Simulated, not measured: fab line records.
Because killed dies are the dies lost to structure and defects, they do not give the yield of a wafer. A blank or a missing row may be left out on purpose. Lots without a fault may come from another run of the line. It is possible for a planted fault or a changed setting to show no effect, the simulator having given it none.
Comparing a struck lot with a sound one || flow n5 finfet || 36 steps out of a route of 1938
Sound: the wafers L555.1, L555.3, L555.5. Struck: wafer L570.1 (L570.2, L570.6, from the same lot, were not struck and are left out); the cause is given at the end.
For every step that has rows: the tool of each side, followed by ch and its chambers, followed by its first start. Under that, the readings that differ: sound wafers || struck wafers || difference of the means || sigmas: that difference in standard deviations of wafers without a fault.
alike: words and numbers the same on both sides, and readings whose means are apart by under 2 such deviations; not compared: readings that were withheld, readings missing a value for some wafer, numbers with overlapping values and no deviation given by the record, and bounds like >300 which may hide the same value.
A row with sigmas, a row that says differs or no value, or rows on one side alone: a step with any of these is where the two part. Numbers that have no deviation but don't overlap get no sigmas and don't part them. Lack of a reading on every wafer of one side parts them only where that side has two or more wafers.

first, 11 steps without rows for these wafers: N5_BEOL_M0_SPUTTER_132 (material Cu, target thk 4 nm, time 7.37 s); N5_BEOL_M0_ANNEAL_133 (time 60 s); N5_BEOL_M0_SPUTTER_134 (material Cu, target thk 4 nm, time 7.37 s); N5_BEOL_M0_ANNEAL_135 (time 60 s); N5_BEOL_M0_SPUTTER_141 (material Cu, target thk 4 nm, time 7.37 s); N5_BEOL_M0_ECD_118 (material Cu, target thk 300 nm); N5_BEOL_M0_ANNEAL_119 (time 90 s); N5_BEOL_M0_CMP_120 (polishes, stops on SiOC, t overpolish 6.9 s); N5_BEOL_M0_PRE_CLEAN_131 (time 15 s); N5_BEOL_M0_CO_CAP_123 (material Co, precursor CCTBA/H2, target thk 2 nm, time 102.1 s); N5_BEOL_M0_PRE_CLEAN_124 (time 15 s).
N5_BEOL_M0_DEP_125: deposits SiCN from 3MS/NH3, target thk 8 nm, time 14 s.
  sound on pecvd-03 ch 0,1,2, day 6 16:23; struck on pecvd-03 ch 2, day 10 05:53
{"reading": "model.SiCN_of_BEOL_M0_DEP_125.thk nm (nm)", "sound": "8 7.8 8", "struck": 11.4, "difference": "+3.5", "sigmas": ""}
  alike: showerhead plenum p Torr, throttle valve pct
then, 22 steps without rows for these wafers: N5_BEOL_M1_ILD_DEP_00 (deposits SiOC from DEMS/O2, target thk 79 nm, time 15.3 s); N5_BEOL_M1_PECVD_72 (deposits SiO2 from TEOS/O2, target thk 16 nm, time 18 s); N5_BEOL_M1_HM_DEP_02 (deposits TiN, target thk 20 nm); N5_BEOL_M1_COAT_61 (time 60 s, resist thk 60 nm); N5_BEOL_M1_COAT_62 (time 60 s, resist thk 12 nm); N5_BEOL_M1_COAT_73 (time 60 s, resist thk 5 nm); N5_BEOL_M1_COAT_05 (resist thk 30 nm); N5_BEOL_M1_EBR_07; N5_BEOL_M1_SOFTBAKE_06 (time 60 s); N5_BEOL_M1_EXPOSE_08 (exposes mask M1); N5_BEOL_M1_PEB_09 (peb time 60 s); N5_BEOL_M1_DEVELOP_10 (develop time 30 s); N5_BEOL_M1_DESCUM_16 (chemistry O2, time 7 s); N5_BEOL_M1_ETCH_74 (etches underlayer in N2/H2, target depth 6.5 nm, time 5.2 s); N5_BEOL_M1_ETCH_63 (etches SiARC in CF4, target depth 15.6 nm, time 26 s); N5_BEOL_M1_ETCH_64 (etches SOC in N2/H2, target depth 75 nm, overetch 15 nm, time 112.5 s); N5_BEOL_M1_STRIP_65 (strips in N2/H2); N5_BEOL_M1_STRIP_75 (strips in N2/H2); N5_BEOL_M1_STRIP_66 (strips in CF4); N5_BEOL_M1_HM_OPEN_17 (chemistry Cl2/BCl3, target TiN, target depth 20 nm, overetch 6 nm); N5_BEOL_M1_STRIP_19 (strips in O2); N5_BEOL_M1_COAT_67 (time 60 s, resist thk 60 nm).
N5_BEOL_M1_CMP_52: polishes, stops on SiOC, t overpolish 6.8 s, target thk 40 nm.
  sound on cmp-03 ch 1,3, day 7 01:11; struck on cmp-03 ch 0, day 10 14:58
{"reading": "model.Cu_of_BEOL_M1_ECD_50.thk nm (nm)", "sound": "40.8 42 41", "struck": 44, "difference": "+3", "sigmas": ""}
  alike: barrier field endpoint s, clearing platen down force psi, edge zone pressure frac, motor current A, overpolish run s, time to endpoint s
-- the record jumps here: 3 days lie between the struck wafers' starts before and after (it left off in module BEOL_M1 and takes up again in module BEOL_M4, whose first step shown is number 1111 of the route) --
N5_BEOL_M4_RC_MEAS_101:
  sound on prober-01 ch 0, day 11 02:20; struck on prober-01 ch 0, day 14 01:17
{"reading": "ION_N (uA/um)", "sound": "673 660 660", "struck": 641, "difference": -23, "sigmas": -2}
  alike: DIBL_N, DIBL_P, IOFF_N, IOFF_P, ION_P, SS_N, SS_P, VT_N, VT_P

## WHERE THEY PART
At N5_BEOL_M4_RC_MEAS_101 and nowhere else, as far as this record goes.

WHY: the cause the simulator had injected
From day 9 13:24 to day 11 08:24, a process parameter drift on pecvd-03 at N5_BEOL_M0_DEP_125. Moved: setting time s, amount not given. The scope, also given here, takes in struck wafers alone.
